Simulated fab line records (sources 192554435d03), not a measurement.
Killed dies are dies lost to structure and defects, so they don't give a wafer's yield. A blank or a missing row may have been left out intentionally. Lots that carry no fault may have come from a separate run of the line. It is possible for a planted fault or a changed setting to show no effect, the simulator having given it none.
Which tool is to blame? | flow n5_finfet | 24 lots with 72 wafers sampled at 2 steps, on a route of 1938 steps

## WHAT THE GAUGES SHOWED, per wafer
N5_BEOL_M3_CD_MEAS_35: target cd 18 nm, target cd y 21 nm.
lot  | measured     | on        | cd_nm (nm)
L074 | day 7 21:17  | cd_sem-01 | 18.4 18.4 18.5
L075 | day 8 01:20  | cd_sem-01 | 18.1 17.9 18.1
L076 | day 8 01:15  | cd_sem-03 | 17.9 18.1 18.7
L077 | day 8 04:25  | cd_sem-03 | 18.8 17.3 17.9
L078 | day 8 11:32  | cd_sem-01 | 18.8 18.3 17.6
L079 | day 8 14:47  | cd_sem-02 | 17.9 18.4 18.3
L080 | day 8 15:02  | cd_sem-03 | 18.0 18.5 18.6
L081 | day 9 16:43  | cd_sem-01 | 17.7 18.2 18.1
L082 | day 9 17:11  | cd_sem-03 | 18.3 18.7 18.0
L084 | day 10 01:58 | cd_sem-01 | 17.5 17.7 17.6
L083 | day 10 02:07 | cd_sem-01 | 18.4 17.4 18.4
L085 | day 10 14:07 | cd_sem-03 | 18.3 17.0 18.3
L086 | day 11 04:02 | cd_sem-01 | 18.2 18.0 18.5
L087 | day 10 17:27 | cd_sem-02 | 18.8 18.5 18.4
L088 | day 10 23:02 | cd_sem-01 | 18.1 17.4 17.6
L089 | day 11 04:05 | cd_sem-03 | 18.6 17.5 18.2
L091 | day 11 10:57 | cd_sem-01 | 18.8 17.9 19.1
L090 | day 11 14:40 | cd_sem-03 | 18.6 17.8 18.3
L092 | day 12 02:04 | cd_sem-03 | 18.6 18.5 18.5
L093 | day 12 08:10 | cd_sem-01 | 18.2 19.0 18.3
L094 | day 12 18:51 | cd_sem-03 | 18.2 18.1 18.4
L095 | day 12 19:53 | cd_sem-02 | 17.7 18.6 17.5
L097 | day 13 14:45 | cd_sem-03 | 18.0 17.7 18.7
L096 | day 13 14:50 | cd_sem-03 | 18.0 18.3 17.7

## TOOL THAT RAN EACH LOT (tool first, then ch and the chambers of the sampled wafers, then the start)
lot  | N5_BEOL_M3_ETCH_77
L074 | rie_diel-06 ch 1,2, day 7 20:23
L075 | rie_diel-06 ch 0,2,3, day 7 20:36
L076 | rie_diel-06 ch 0,1,3, day 7 22:43
L077 | rie_diel-02 ch 0,1, day 8 02:03
L078 | rie_diel-04 ch 0,1,3, day 8 06:35
L079 | rie_diel-06 ch 1,3, day 8 08:37
L080 | rie_diel-06 ch 0,3, day 8 12:12
L081 | rie_diel-04 ch 0,1, day 9 10:44
L082 | rie_diel-04 ch 0,2, day 9 12:21
L084 | rie_diel-04 ch 0,1,3, day 9 18:16
L083 | rie_diel-06 ch 0,2, day 9 18:50
L085 | rie_diel-04 ch 1,2,3, day 10 11:23
L086 | rie_diel-02 ch 1,2, day 10 15:21
L087 | rie_diel-02 ch 0,1, day 10 15:35
L088 | rie_diel-02 ch 0,1,3, day 10 19:00
L089 | rie_diel-02 ch 0,3, day 11 00:52
L091 | rie_diel-06 ch 0,2, day 11 08:46
L090 | rie_diel-06 ch 0,3, day 11 13:49
L092 | rie_diel-06 ch 0,2,3, day 11 16:07
L093 | rie_diel-06 ch 0,2,3, day 11 22:38
L094 | rie_diel-06 ch 0,1, day 12 12:19
L095 | rie_diel-02 ch 0,3, day 12 13:06
L097 | rie_diel-06 ch 1,2,3, day 12 22:58
L096 | rie_diel-06 ch 0,1,3, day 13 07:41
- N5_BEOL_M3_ETCH_77: etches underlayer in N2/H2, target depth 6.5 nm, time 5.2 s.

## AS READ BY THE TOOLS THEMSELVES (means over the sampled wafers that have a number; for cases with no such wafer, the mark the record gives instead)
N5_BEOL_M3_ETCH_77.
lot  | tool        | drypump_motor_current_A (A) | etch_rf_on_time_s (s) | n2_flow_sccm (sccm) | oes_product_au (a.u.) | rf_vpp_V (V) | showerhead_plenum_p_Torr (Torr) | throttle_valve_pct (%)
L074 | rie_diel-06 | 5.1                         | 5.29                  | 200.4               | 0.74                  | 527.3        | 2.69                            | 17.8
L075 | rie_diel-06 | 5.2                         | 5.25                  | 200.1               | 0.64                  | 522.3        | 2.51                            | 18.1
L076 | rie_diel-06 | 5.3                         | 5.16                  | 199.9               | 0.72                  | 523.7        | 2.55                            | 18.0
L077 | rie_diel-02 | 5.9                         | 5.15                  | 199.8               | 0.69                  | 522.6        | 2.48                            | 17.7
L078 | rie_diel-04 | 5.8                         | 5.28                  | 200.2               | 0.62                  | 524.1        | 2.57                            | 17.9
L079 | rie_diel-06 | 5.2                         | 5.08                  | 199.7               | 0.70                  | 522.7        | 2.54                            | 18.1
L080 | rie_diel-06 | 5.4                         | 5.15                  | 200.0               | 0.69                  | 521.6        | 2.46                            | 18.2
L081 | rie_diel-04 | 5.9                         | 5.33                  | 200.0               | 0.77                  | 522.9        | 2.52                            | 17.8
L082 | rie_diel-04 | 5.7                         | 5.35                  | 199.7               | 0.74                  | 523.5        | 2.55                            | 18.2
L084 | rie_diel-04 | 5.8                         | 5.30                  | 199.6               | 0.68                  | 523.4        | 2.56                            | 17.8
L083 | rie_diel-06 | 5.0                         | 5.30                  | 199.9               | 0.75                  | 524.6        | 2.57                            | 17.7
L085 | rie_diel-04 | 6.0                         | 5.29                  | 200.1               | 0.60                  | 525.1        | 2.61                            | 18.0
L086 | rie_diel-02 | 5.9                         | 5.23                  | 200.3               | 0.65                  | 520.7        | 2.47                            | 17.6
L087 | rie_diel-02 | 6.0                         | 5.09                  | 199.9               | 0.65                  | 521.5        | 2.49                            | 17.9
L088 | rie_diel-02 | 5.6                         | 5.05                  | 200.3               | 0.66                  | 521.2        | 2.46                            | 17.9
L089 | rie_diel-02 | 5.7                         | 5.09                  | 200.7               | 0.64                  | 523.0        | 2.48                            | 18.2
L091 | rie_diel-06 | 5.0                         | 5.35                  | 199.4               | 0.74                  | 524.6        | 2.56                            | 17.8
L090 | rie_diel-06 | 5.3                         | 5.25                  | 200.0               | 0.66                  | 523.0        | 2.45                            | 18.2
L092 | rie_diel-06 | 5.1                         | 5.23                  | 200.1               | 0.69                  | 522.1        | 2.50                            | 18.0
L093 | rie_diel-06 | 5.2                         | 5.24                  | 199.9               | 0.69                  | 521.1        | 2.50                            | 18.0
L094 | rie_diel-06 | 5.3                         | 5.23                  | 200.2               | 0.71                  | 522.6        | 2.55                            | 18.0
L095 | rie_diel-02 | 5.6                         | 5.11                  | 199.9               | 0.64                  | 522.2        | 2.47                            | 18.2
L097 | rie_diel-06 | 5.1                         | 5.24                  | 199.9               | 0.70                  | 524.0        | 2.58                            | 17.9
L096 | rie_diel-06 | 5.2                         | 5.20                  | 199.7               | 0.69                  | 523.1        | 2.53                            | 18.1

## THE ANSWER, worked out from the rows above alone
Rule: usual is defined by the lots themselves. The widest of any qualifying gaps counts: lots, ordered by their means at a reading, are off when they make up no more than a third of the lots, leave a main group of 4 or more, and stand apart from it by 3 or more times the standard deviation of that group's means. The tables above print the reading to a certain number of digits; a main group whose means all agree to those digits is not used. Also off: a lot with no number at a reading for which 4 or more lots have one. Any other lot the step has rows for is counted as sound. The gauges are gone through in route order, then the tools' own readings, and for those a lot's mean is taken as printed above. The first step at which some lot is off is used, and at that step the reading that is off furthest; a lot without a number counts as furthest.
No lot is off on any of the readings shown, so nothing can be concluded from this.

## WHAT THE SIMULATOR HAD INSERTED
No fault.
